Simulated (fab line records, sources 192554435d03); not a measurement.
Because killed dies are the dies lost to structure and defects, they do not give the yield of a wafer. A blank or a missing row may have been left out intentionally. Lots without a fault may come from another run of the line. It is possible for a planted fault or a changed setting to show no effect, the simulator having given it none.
Matching of chambers ; flow n5Finfet ; N5_FIN_SAQP_SPACER2_ETCHBACK_29 on rieDiel-04 has 4 sister chambers
The step etches SiO2 in CHF3/O2, target depth 12.2 nm, time 6.1 s. 4 wafers are shown with their chamber, then 7 later ones without.

## WAFERS WITH THEIR CHAMBER
wafer;chamber;showerheadPlenumPTorr (Torr)
L075.5;1;2.46
L081.4;3;2.48
L084.3;2;2.38
L084.4;0;2.38

## WAFERS WITHOUT THEIR CHAMBER
wafer;showerheadPlenumPTorr (Torr)
L084.6;2.46
L095.1;2.38
L095.3;2.47
L095.6;2.37
L097.1;2.45
L097.3;2.47
L097.6;2.47

## THE CHAMBER EACH PASSED THROUGH
wafer;from the rows above;in truth
L084.6;1;1
L095.1;can't be placed: 0 or 2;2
L095.3;can't be placed: 3 or 1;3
L095.6;can't be placed: 0 or 2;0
L097.1;1;1
L097.3;can't be placed: 3 or 1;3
L097.6;can't be placed: 3 or 1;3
2 of 7 placed correctly. Can't be placed from these rows: 5 (the true chamber is among the candidates in 5). Number placed wrongly: 0.
How it was worked out, from the rows above alone: a wafer's distance from a chamber is the root of the sum, over the readings, of the square of ((its reading less the chamber's mean) divided by the reading's scatter). The wafer belongs to the nearest chamber; if the next one is less than 2 further off, it can't be placed. For every chamber, the mean is computed from those of its wafers that are shown. The scatter (one wafer shown for each chamber): square how far every hidden wafer sits from the nearest shown wafer, average those squares and take the square root.
